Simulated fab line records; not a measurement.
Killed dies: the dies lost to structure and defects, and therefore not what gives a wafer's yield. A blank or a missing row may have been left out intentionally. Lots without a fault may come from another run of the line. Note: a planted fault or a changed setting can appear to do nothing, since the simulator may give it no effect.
Comparing a struck lot with a sound one / flow nandHarc / 14 out of 1159 route steps
Sound: these wafers, L546.1, L546.2, L546.5. Struck: wafers L535.3, L535.6 (left out: L535.2, a lot-mate that was not struck); the cause follows at the end.
Order at every step that has rows: each side's tool, ch and its chambers, its first start. Under that, the readings that differ: sound wafers / struck wafers / difference of the means / sigmas: that difference in standard deviations of wafers without a fault.
alike: readings whose means differ by less than 2 such deviations, and words and numbers that are the same on both sides. not compared: withheld readings, readings that some wafer has no value for, bounds like >300 that may hide the same value, and numbers for which the record gives no deviation and whose values overlap.
Wherever a step has rows on one side only, a row that says differs or no value, or a row with sigmas, the two part there. Non-overlapping numbers with no deviation appear without sigmas and do not part them. A reading missing from all wafers of one side parts the sides only when that side holds two or more wafers.

first, 8 steps without rows for these wafers: NHARC_P_CONTACT_COAT_33 (time 75 s); NHARC_P_CONTACT_COAT_34 (time 65 s); NHARC_P_CONTACT_COAT_06 (resist thk 90 nm); NHARC_P_CONTACT_SOFTBAKE_07 (time 55 s); NHARC_P_CONTACT_EBR_08; NHARC_P_CONTACT_EXPOSE_09 (exposes mask P CA, target cd 90 nm); NHARC_P_CONTACT_PEB_10 (peb time 65 s); NHARC_P_CONTACT_DEVELOP_11 (develop time 35 s).
NHARC_P_CONTACT_CD_MEAS_12 targets a cd of 90 nm.
  sound on cdSem-01 ch 0, day 10 07:49; struck on cdSem-01 ch 0, day 7 15:38
  alike: cdNm
NHARC_P_CONTACT_OVL_MEAS_13:
  sound on overlay-02 at day 10 07:55; struck on overlay-02 at day 7 15:43
reading=overlayYNm (nm); sound=-1.8 -1.9 -1.8; struck=0.9 0.7; difference=+2.6; sigmas=+4
  alike: overlayXNm
NHARC_P_CONTACT_INSPECT_14:
  sound on defectInspect-01 at day 10 07:58; struck on defectInspect-01 at day 7 15:45
  alike: rawDefectCount
NHARC_P_CONTACT_DESCUM_17: chemistry O2, time 3 s.
  sound on rieDiel-13 ch 1,2,3, day 10 08:02; struck on rieDiel-13 ch 0, day 7 15:49
  alike: drypumpMotorCurrentA, oesProductAu, rfVppV, showerheadPlenumPTorr, throttleValvePct
  not compared: rfHoursCounterH
NHARC_P_CONTACT_ETCH_35: etches the open film in CF4, target depth 39 nm, time 65 s.
  sound on rieDiel-13 ch 0,2, day 10 08:07; struck on rieDiel-13 ch 0, day 7 15:56
reading=runLengthS (s); sound=86.2 86.3 86.0; struck=67.2 67.0; difference=-19.1; sigmas=-43
  alike: cf4FlowSccm, drypumpMotorCurrentA, oesProductAu, rfVppV, showerheadPlenumPTorr, throttleValvePct
  not compared: rfHoursCounterH
NHARC_P_CONTACT_ETCH_36: etches the open film in N2/H2, target depth 260 nm, time 406.25 s.
  sound: rieDiel-13 ch 0,1,3; struck: rieDiel-13 ch 1
  alike: drypumpMotorCurrentA, h2FlowSccm, oesProductAu, rfVppV, runLengthS, showerheadPlenumPTorr, throttleValvePct
  not compared: rfHoursCounterH

## WHERE THEY PART
Earliest at NHARC_P_CONTACT_OVL_MEAS_13; latest, in this record, at NHARC_P_CONTACT_ETCH_35. Later steps at which nothing parts them and some readings are alike: NHARC_P_CONTACT_ETCH_36.

WHY: what had been put in by the simulator
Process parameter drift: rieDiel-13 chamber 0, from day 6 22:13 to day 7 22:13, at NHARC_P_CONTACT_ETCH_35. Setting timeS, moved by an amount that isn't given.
